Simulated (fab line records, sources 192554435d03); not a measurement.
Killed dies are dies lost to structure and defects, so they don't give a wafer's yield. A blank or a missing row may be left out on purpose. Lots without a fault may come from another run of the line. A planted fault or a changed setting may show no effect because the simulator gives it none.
Chamber matching | flow n5_finfet | N5_MOL_CONTACT_COAG_CONTACT_ETCH_14 on rie_diel-05: 4 sister chambers
The step etches SiO2 in C4F6/O2, target depth 27.5 nm, overetch 8.5 nm, time 20 s. 8 wafers are shown with their chamber, then 8 later ones without.

WAFERS WITH THEIR CHAMBER
wafer  | chamber | drypump_motor_current_A (A) | showerhead_plenum_p_Torr (Torr)
L075.3 | 0       | 6.6                         | 2.87
L080.6 | 2       | 5.1                         | 3.00
L082.2 | 3       | 5.7                         | 3.04
L082.5 | 0       | 6.6                         | 2.87
L084.1 | 1       | 5.7                         | 3.01
L084.5 | 1       | 5.8                         | 3.01
L084.6 | 2       | 5.1                         | 3.00
L088.2 | 3       | 5.7                         | 3.03

WAFERS WITHOUT THEIR CHAMBER
wafer  | drypump_motor_current_A (A) | showerhead_plenum_p_Torr (Torr)
L088.3 | 6.6                         | 2.86
L088.5 | 6.6                         | 2.86
L091.1 | 6.6                         | 2.86
L091.3 | 5.7                         | 3.03
L091.6 | 5.7                         | 3.03
L095.1 | 5.7                         | 3.03
L095.2 | 5.1                         | 2.99
L095.4 | 5.7                         | 3.03

WHICH CHAMBER EACH WENT THROUGH
wafer  | from the rows above | in truth
L088.3 | 0                   | 0
L088.5 | 0                   | 0
L091.1 | 0                   | 0
L091.3 | 3                   | 3
L091.6 | 3                   | 3
L095.1 | 3                   | 3
L095.2 | 2                   | 2
L095.4 | 3                   | 3
Placed correctly: 8 of 8. Can't be placed from these rows: 0. Placed wrongly: 0.
How it was worked out, from the rows above alone: a wafer's distance from a chamber is the root of the sum, over the readings, of the square of ((its reading less the chamber's mean) divided by the reading's scatter). The wafer belongs to the nearest chamber; if the next one is less than 2 further off, it can't be placed. A chamber's mean is the mean of its shown wafers. The scatter: the root of (the sum of the squares of (reading less its chamber's mean) over the shown wafers, divided by (wafers less chambers)).
